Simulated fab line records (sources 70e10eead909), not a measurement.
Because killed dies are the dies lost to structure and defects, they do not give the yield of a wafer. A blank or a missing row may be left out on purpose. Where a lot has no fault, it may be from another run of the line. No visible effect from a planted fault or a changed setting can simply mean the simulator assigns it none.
Which tool was responsible?	flow nand_harc	21 lots with 63 wafers sampled at 6 steps, on a route of 1302 steps

## WHAT THE GAUGES READ, wafer by wafer
The record holds no reading of a measuring or inspecting step that can be judged against a usual standard deviation.

## WHAT TOOL EACH LOT RAN ON (gives the tool, then ch and the chambers of the sampled wafers, and finally the start)
lot	NHARC_A_CHANNEL_HOLE_D2_XSEM_32	NHARC_A_STAIRCASE_TRIM_18	NHARC_A_STAIRCASE_TRIM_26	NHARC_A_STAIRCASE_DESCUM_186	NHARC_A_STAIRCASE_TRIM_187	NHARC_A_STAIRCASE_TRIM_193
L074	xsem-01 ch 0, day 13 10:53	rie_diel-13 ch 0,1, day 15 21:03	rie_diel-13 ch 1,2, day 16 00:11 or earlier	rie_diel-12 ch 0,2,3, day 16 00:11	rie_diel-12 ch 0,2, day 16 00:14	rie_diel-12 ch 0,1,3, no start
L075	xsem-01 ch 0, day 13 21:11	rie_diel-12 ch 0,1,3, day 16 06:39 or earlier	rie_diel-13 ch 0,1, day 16 06:39 or earlier	rie_diel-04 ch 0,3, day 16 06:39	rie_diel-04 ch 0,1,2, day 16 06:45	rie_diel-04 ch 1,2, no start
L076	xsem-01 ch 0, day 14 12:13	rie_diel-04 ch 0,2,3, day 16 20:09 or earlier	rie_diel-13 ch 0,3, day 16 20:09 or earlier	rie_diel-04 ch 0,1,2, day 16 20:09	rie_diel-04 ch 1,2,3, day 16 20:17	rie_diel-04 ch 0,2,3, no start
L077	xsem-02 ch 0, day 14 12:21	rie_diel-12 ch 1,2,3, day 16 19:50 or earlier	rie_diel-12 ch 0,1,3, day 16 19:50 or earlier	rie_diel-04 ch 0,1,3, day 16 19:50	rie_diel-04 ch 0,1,2, day 16 19:56	rie_diel-04 ch 0,1,2, no start
L078	xsem-01 ch 0, day 14 20:38	rie_diel-13 ch 0,1,3, day 17 04:58 or earlier	rie_diel-13 ch 0,1, day 17 04:58 or earlier	rie_diel-13 ch 0,1,3, day 17 04:58	rie_diel-13 ch 0,1,3, day 17 05:05	rie_diel-13 ch 0,1,3, no start
L079	xsem-01 ch 0, day 15 08:50	rie_diel-12 ch 0,1,3, day 17 16:05 or earlier	rie_diel-04 ch 2,3, day 17 16:05 or earlier	rie_diel-13 ch 1,2, day 17 16:05	rie_diel-13 ch 1,2, day 17 16:10	rie_diel-13 ch 0,1,2, no start
L081	xsem-01 ch 0, day 16 01:02	rie_diel-13 ch 0,1,3, day 18 10:04 or earlier	rie_diel-13 ch 0,1,3, day 18 10:04 or earlier	rie_diel-12 ch 1,2, day 18 10:04	rie_diel-12 ch 0,2,3, day 18 10:10	rie_diel-12 ch 0,1,3, no start
L080	xsem-02 ch 0, day 16 02:48	rie_diel-12 ch 0,1,3, day 18 09:34 or earlier	rie_diel-12 ch 0,1,3, day 18 09:34 or earlier	rie_diel-13 ch 1,2, day 18 09:34	rie_diel-13 ch 2,3, day 18 09:46	rie_diel-13 ch 0,3, no start
L082	xsem-02 ch 0, day 16 22:14	rie_diel-13 ch 1,2, day 19 05:55 or earlier	rie_diel-13 ch 1,3, day 19 05:55 or earlier	rie_diel-12 ch 1,3, day 19 05:55	rie_diel-12 ch 1,3, day 19 05:59	rie_diel-12 ch 1,2,3, no start
L084	xsem-01 ch 0, day 17 23:46	rie_diel-13 ch 1,2,3, day 20 10:45 or earlier	rie_diel-13 ch 0,2,3, day 20 10:45 or earlier	rie_diel-13 ch 1,2,3, day 20 10:45	rie_diel-13 ch 1,2, day 20 10:49	rie_diel-13 ch 1,2,3, no start
L085	xsem-02 ch 0, day 18 09:09	rie_diel-12 ch 0,1,2, day 20 16:03	rie_diel-13 ch 0,1,2, day 20 19:05 or earlier	rie_diel-13 ch 0,2, day 20 19:05	rie_diel-13 ch 1,2,3, day 20 19:11	rie_diel-13 ch 0,1,3, no start
L086	xsem-01 ch 0, day 18 20:24	rie_diel-12 ch 0,1, day 21 07:03 or earlier	rie_diel-13 ch 0,2,3, day 21 07:03 or earlier	rie_diel-04 ch 0,2,3, day 21 07:03	rie_diel-04 ch 0,2,3, day 21 07:09	rie_diel-04 ch 0,1,3, no start
L087	xsem-01 ch 0, day 19 17:58	rie_diel-13 ch 0,2,3, day 22 01:05 or earlier	rie_diel-13 ch 0,2, day 22 01:05 or earlier	rie_diel-13 ch 0,1,3, day 22 01:05	rie_diel-13 ch 0,1, day 22 01:10	rie_diel-13 ch 0,2, no start
L089	xsem-02 ch 0, day 19 19:50	rie_diel-04 ch 0,1,2, day 22 02:26 or earlier	rie_diel-12 ch 0,1,2, day 22 02:26 or earlier	rie_diel-12 ch 0,1,2, day 22 02:26	rie_diel-12 ch 0,1,2, day 22 02:36	rie_diel-12 ch 0,1,2, no start
L088	xsem-01 ch 0, day 19 22:10	rie_diel-04 ch 1,3, day 22 05:51 or earlier	rie_diel-13 ch 0,2,3, day 22 05:51 or earlier	rie_diel-04 ch 1,3, day 22 05:51	rie_diel-04 ch 0,1, day 22 05:59	rie_diel-04 ch 0,1, no start
L090	xsem-02 ch 0, day 20 06:28	rie_diel-13 ch 2,3, day 22 15:50 or earlier	rie_diel-04 ch 0,2,3, day 22 15:50 or earlier	rie_diel-04 ch 0,3, day 22 15:50	rie_diel-04 ch 0,1,3, day 22 15:55	rie_diel-04 ch 0,1,3, no start
L091	xsem-02 ch 0, day 20 16:40	rie_diel-04 ch 0,1,2, day 23 05:41 or earlier	rie_diel-12 ch 1,3, day 23 05:41 or earlier	rie_diel-12 ch 1,2,3, day 23 05:41	rie_diel-12 ch 0,1,2, day 23 05:54	rie_diel-12 ch 1,2,3, no start
L095	xsem-02 ch 0, day 22 01:38	rie_diel-13 ch 0,1,3, day 24 08:55 or earlier	rie_diel-12 ch 1,2,3, day 24 08:55 or earlier	rie_diel-04 ch 1,2,3, day 24 08:55	rie_diel-04 ch 1,2,3, day 24 09:00	rie_diel-04 ch 0,2,3, no start
L094	xsem-01 ch 0, day 22 03:41	rie_diel-04 ch 1,2,3, day 24 09:13 or earlier	rie_diel-04 ch 0,1, day 24 09:13 or earlier	rie_diel-13 ch 2,3, day 24 09:13	rie_diel-13 ch 1,2,3, day 24 09:20	rie_diel-13 ch 0,3, no start
L096	xsem-02 ch 0, day 22 16:49	rie_diel-04 ch 0,1,2, day 25 00:55 or earlier	rie_diel-04 ch 0,1, day 25 00:55 or earlier	rie_diel-13 ch 0,1, day 25 00:55	rie_diel-13 ch 0,1,2, day 25 01:03	rie_diel-13 ch 0,2,3, no start
L097	xsem-01 ch 0, day 23 09:39	rie_diel-13 ch 0,1,2, day 25 20:14 or earlier	rie_diel-13 ch 1,2,3, day 25 20:14 or earlier	rie_diel-04 ch 1,2, day 25 20:14	rie_diel-04 ch 1,2, day 25 20:19	rie_diel-04 ch 0,3, no start
- NHARC_A_CHANNEL_HOLE_D2_XSEM_32
- NHARC_A_STAIRCASE_TRIM_18: chemistry O2, time 211.2 s.
- NHARC_A_STAIRCASE_TRIM_26: chemistry O2, time 211.2 s.
- NHARC_A_STAIRCASE_DESCUM_186: chemistry O2, time 3 s.
- NHARC_A_STAIRCASE_TRIM_187: chemistry O2, time 211.2 s.
- NHARC_A_STAIRCASE_TRIM_193: chemistry O2, time 211.2 s.

## WHAT THE TOOLS THEMSELVES READ (means of the sampled wafers that have a number; where no wafer has one, the mark that the record gives instead)
NHARC_A_CHANNEL_HOLE_D2_XSEM_32. Usual: bot_cd_nm 74.5 nm, standard deviation 2; bow_nm 8.64 nm, standard deviation 0.28; tilt_deg 0.09 degrees, standard deviation 0.043.
lot	tool	bot_cd_nm (nm)	bow_nm (nm)	tilt_deg (degrees)	flag
L074	xsem-01	71.2	8.44	0.16	
L075	xsem-01	73.4	8.86	0.12	
L076	xsem-01	73.5	8.93	0.20	
L077	xsem-02	74.9	8.46	0.07	
L078	xsem-01	73.4	8.50	0.12	
L079	xsem-01	76.5	8.14	0.04	
L081	xsem-01	74.2	8.61	0.09	
L080	xsem-02	76.3	8.93	0.08	
L082	xsem-02	75.3	8.98	0.08	
L084	xsem-01	72.9	8.41	0.09	
L085	xsem-02	76.4	8.66	0.04	
L086	xsem-01	74.3	9.02	0.14	
L087	xsem-01	75.0	8.85	0.09	
L089	xsem-02	71.5	8.50	0.08	
L088	xsem-01	73.3	9.31	0.12	
L090	xsem-02	77.9	8.60	0.01	
L091	xsem-02	74.8	8.45	0.09	
L095	xsem-02	75.3	8.57	0.09	
L094	xsem-01	74.0	8.25	0.15	
L096	xsem-02	74.8	8.69	0.14	
L097	xsem-01	75.6	8.53	0.04	

NHARC_A_STAIRCASE_TRIM_18. Usual: drypump_motor_current_A 5.6 A, standard deviation 0.48; oes_product_au 1.007 a.u., standard deviation 0.016; rf_vpp_V 57.8 V, standard deviation 0.86; showerhead_plenum_p_Torr 3.48 Torr, standard deviation 0.13; throttle_valve_pct 17.038 %, standard deviation 0.0091.
lot	tool	drypump_motor_current_A (A)	oes_product_au (a.u.)	rf_vpp_V (V)	showerhead_plenum_p_Torr (Torr)	throttle_valve_pct (%)	flag
L074	rie_diel-13	5.7	1.013	57.9	3.48	17.050	
L075	rie_diel-12	5.9	1.000	57.4	3.43	17.026	
L076	rie_diel-04	5.5	1.000	57.4	3.49	17.041	
L077	rie_diel-12	5.6	0.999	57.6	3.47	17.040	
L078	rie_diel-13	5.6	1.026	57.8	3.50	17.044	
L079	rie_diel-12	5.9	0.989	58.0	3.42	17.043	
L081	rie_diel-13	5.6	1.025	57.9	3.50	17.040	
L080	rie_diel-12	5.9	1.002	57.4	3.42	17.034	
L082	rie_diel-13	6.0	1.005	57.9	3.35	17.037	
L084	rie_diel-13	5.9	1.011	57.1	3.37	17.046	
L085	rie_diel-12	5.6	1.005	58.8	3.58	17.033	
L086	rie_diel-12	5.9	0.990	57.7	3.53	17.042	
L087	rie_diel-13	5.4	1.017	57.3	3.45	17.039	
L089	rie_diel-04	5.6	1.006	57.3	3.50	17.043	
L088	rie_diel-04	5.5	0.998	58.1	3.40	17.038	
L090	rie_diel-13	5.8	1.020	58.2	3.39	17.037	
L091	rie_diel-04	5.6	1.010	57.5	3.50	17.027	
L095	rie_diel-13	5.6	1.014	56.4	3.48	17.042	
L094	rie_diel-04	5.4	1.019	57.5	3.42	17.034	
L096	rie_diel-04	5.6	1.000	59.1	3.49	17.039	
L097	rie_diel-13	5.5	1.011	57.4	3.59	17.047	

NHARC_A_STAIRCASE_TRIM_26. Usual: drypump_motor_current_A 5.6 A, standard deviation 0.51; oes_product_au 1.007 a.u., standard deviation 0.016; rf_vpp_V 57.7 V, standard deviation 0.95; showerhead_plenum_p_Torr 3.47 Torr, standard deviation 0.15; throttle_valve_pct 17.036 %, standard deviation 0.0083.
lot	tool	drypump_motor_current_A (A)	oes_product_au (a.u.)	rf_vpp_V (V)	showerhead_plenum_p_Torr (Torr)	throttle_valve_pct (%)	flag
L074	rie_diel-13	5.9	1.008	57.7	3.32	17.041	
L075	rie_diel-13	5.7	1.008	57.8	3.48	17.039	
L076	rie_diel-13	5.1	1.029	57.8	3.59	17.030	
L077	rie_diel-12	5.9	0.997	57.8	3.42	17.035	
L078	rie_diel-13	5.7	1.016	57.6	3.47	17.030	
L079	rie_diel-04	5.3	1.004	57.1	3.41	17.041	
L081	rie_diel-13	5.6	1.028	57.9	3.50	17.035	
L080	rie_diel-12	5.9	0.997	58.0	3.42	17.042	
L082	rie_diel-13	6.1	1.016	57.2	3.41	17.038	
L084	rie_diel-13	5.5	1.014	58.3	3.46	17.041	
L085	rie_diel-13	5.5	1.008	57.6	3.43	17.033	
L086	rie_diel-13	5.4	1.018	57.0	3.45	17.042	
L087	rie_diel-13	5.4	1.000	57.7	3.39	17.042	
L089	rie_diel-12	5.6	0.994	58.3	3.58	17.030	
L088	rie_diel-13	5.4	1.019	57.1	3.45	17.037	
L090	rie_diel-04	5.5	1.005	57.5	3.46	17.040	
L091	rie_diel-12	5.6	1.001	57.9	3.71	17.036	
L095	rie_diel-12	5.6	1.005	57.6	3.62	17.042	
L094	rie_diel-04	5.8	0.991	58.0	3.50	17.043	
L096	rie_diel-04	5.8	0.987	57.4	3.50	17.034	
L097	rie_diel-13	5.9	1.005	58.3	3.53	17.035	

NHARC_A_STAIRCASE_DESCUM_186. Usual: drypump_motor_current_A 5.6 A, standard deviation 0.47; oes_product_au 1.006 a.u., standard deviation 0.015; rf_vpp_V 57.8 V, standard deviation 0.9; showerhead_plenum_p_Torr 1.89 Torr, standard deviation 0.078; throttle_valve_pct 11.311 %, standard deviation 0.0089.
lot	tool	drypump_motor_current_A (A)	oes_product_au (a.u.)	rf_vpp_V (V)	showerhead_plenum_p_Torr (Torr)	throttle_valve_pct (%)	flag
L074	rie_diel-12	5.8	0.981	57.7	1.91	11.310	
L075	rie_diel-04	5.8	1.007	57.5	1.90	11.316	
L076	rie_diel-04	5.5	1.002	57.2	1.91	11.317	
L077	rie_diel-04	5.6	1.010	57.7	1.87	11.313	
L078	rie_diel-13	5.6	1.022	58.0	1.90	11.315	
L079	rie_diel-13	5.9	0.992	57.7	1.79	11.308	
L081	rie_diel-12	5.2	0.991	57.9	1.87	11.313	
L080	rie_diel-13	6.0	1.004	57.0	1.81	11.316	
L082	rie_diel-12	5.9	1.005	57.5	1.88	11.308	
L084	rie_diel-13	5.9	1.008	58.4	1.82	11.308	
L085	rie_diel-13	5.4	1.010	57.6	1.84	11.306	
L086	rie_diel-04	5.5	1.001	57.6	1.88	11.309	
L087	rie_diel-13	5.6	1.020	57.5	1.89	11.306	
L089	rie_diel-12	5.6	0.994	58.5	1.94	11.315	
L088	rie_diel-04	5.4	1.008	57.5	1.82	11.313	
L090	rie_diel-04	5.6	0.999	56.9	1.83	11.309	
L091	rie_diel-12	5.5	1.000	57.9	1.97	11.314	
L095	rie_diel-04	5.4	1.007	57.4	1.85	11.310	
L094	rie_diel-13	5.8	0.999	58.8	2.00	11.315	
L096	rie_diel-13	5.7	1.010	57.1	1.86	11.312	
L097	rie_diel-04	5.3	1.005	58.5	1.88	11.318	

NHARC_A_STAIRCASE_TRIM_187. Usual: drypump_motor_current_A 5.6 A, standard deviation 0.46; oes_product_au 1.005 a.u., standard deviation 0.015; rf_vpp_V 57.6 V, standard deviation 0.86; showerhead_plenum_p_Torr 3.48 Torr, standard deviation 0.13; throttle_valve_pct 17.037 %, standard deviation 0.0093.
lot	tool	drypump_motor_current_A (A)	oes_product_au (a.u.)	rf_vpp_V (V)	showerhead_plenum_p_Torr (Torr)	throttle_valve_pct (%)	flag
L074	rie_diel-12	5.8	0.986	57.8	3.47	17.039	
L075	rie_diel-04	5.6	1.006	57.1	3.53	17.042	
L076	rie_diel-04	5.3	1.016	57.1	3.45	17.035	
L077	rie_diel-04	5.6	1.002	57.8	3.52	17.039	
L078	rie_diel-13	5.6	1.022	57.2	3.50	17.051	
L079	rie_diel-13	6.0	1.003	57.7	3.35	17.038	
L081	rie_diel-12	5.8	0.981	58.2	3.51	17.022	
L080	rie_diel-13	5.8	1.030	58.3	3.41	17.039	
L082	rie_diel-12	5.9	0.996	58.1	3.47	17.030	
L084	rie_diel-13	5.9	1.003	56.9	3.31	17.035	
L085	rie_diel-13	5.9	1.019	57.1	3.37	17.029	
L086	rie_diel-04	5.5	1.007	57.9	3.47	17.037	
L087	rie_diel-13	5.7	1.011	57.6	3.46	17.031	
L089	rie_diel-12	5.6	1.001	57.9	3.58	17.034	
L088	rie_diel-04	5.7	1.004	57.2	3.47	17.039	
L090	rie_diel-04	5.6	0.998	57.5	3.43	17.037	
L091	rie_diel-12	5.6	0.999	58.3	3.57	17.034	
L095	rie_diel-04	5.4	1.007	57.4	3.42	17.033	
L094	rie_diel-13	5.9	0.998	57.6	3.54	17.041	
L096	rie_diel-13	5.5	1.010	58.2	3.59	17.040	
L097	rie_diel-04	5.3	1.007	57.5	3.48	17.036	

NHARC_A_STAIRCASE_TRIM_193. Usual: drypump_motor_current_A 5.6 A, standard deviation 0.47; oes_product_au 1.006 a.u., standard deviation 0.016; rf_vpp_V 57.7 V, standard deviation 0.99; showerhead_plenum_p_Torr 3.48 Torr, standard deviation 0.13; throttle_valve_pct 17.037 %, standard deviation 0.0093.
lot	tool	drypump_motor_current_A (A)	oes_product_au (a.u.)	rf_vpp_V (V)	showerhead_plenum_p_Torr (Torr)	throttle_valve_pct (%)	flag
L074	rie_diel-12	5.9	1.013	58.4	3.43	17.043	
L075	rie_diel-04	5.3	1.024	57.9	3.52	17.031	
L076	rie_diel-04	5.5	1.000	58.6	3.49	17.037	
L077	rie_diel-04	5.6	1.001	57.7	3.52	17.036	
L078	rie_diel-13	5.6	1.024	58.1	3.50	17.041	
L079	rie_diel-13	5.5	1.010	57.4	3.44	17.047	
L081	rie_diel-12	5.9	0.995	56.6	3.42	17.040	
L080	rie_diel-13	5.5	1.042	58.2	3.53	17.034	
L082	rie_diel-12	5.5	0.998	57.4	3.46	17.034	
L084	rie_diel-13	5.9	1.006	56.9	3.37	17.031	
L085	rie_diel-13	5.6	1.018	58.0	3.49	17.043	
L086	rie_diel-04	5.6	1.001	57.6	3.44	17.031	
L087	rie_diel-13	5.4	0.997	58.1	3.39	17.031	
L089	rie_diel-12	5.6	1.004	57.4	3.58	17.039	
L088	rie_diel-04	5.7	1.002	58.0	3.47	17.037	
L090	rie_diel-04	5.6	1.002	56.9	3.43	17.043	
L091	rie_diel-12	5.5	1.011	57.9	3.63	17.041	
L095	rie_diel-04	5.5	1.006	57.3	3.46	17.037	
L094	rie_diel-13	5.5	1.010	57.2	3.51	17.031	
L096	rie_diel-13	5.4	1.003	58.8	3.62	17.038	
L097	rie_diel-04	5.8	0.987	58.1	3.46	17.034	

## THE ANSWER, worked out from the rows above alone
Rule: a lot is off if the mean of its wafers that have a number lies more than 3 standard deviations from the usual mean. Also off: a lot with no number at a reading for which 4 or more lots have one. All remaining lots with rows at the step are treated as sound. The gauges are gone through in route order, then the tools' own readings, and for those a lot's mean is taken as printed above. At the first step where some lot is off, the reading lying furthest off is the one used; lots without a number count as furthest.
No lot is off at any reading shown: from this, nothing can be told.

## WHAT WAS PUT IN BY THE SIMULATOR
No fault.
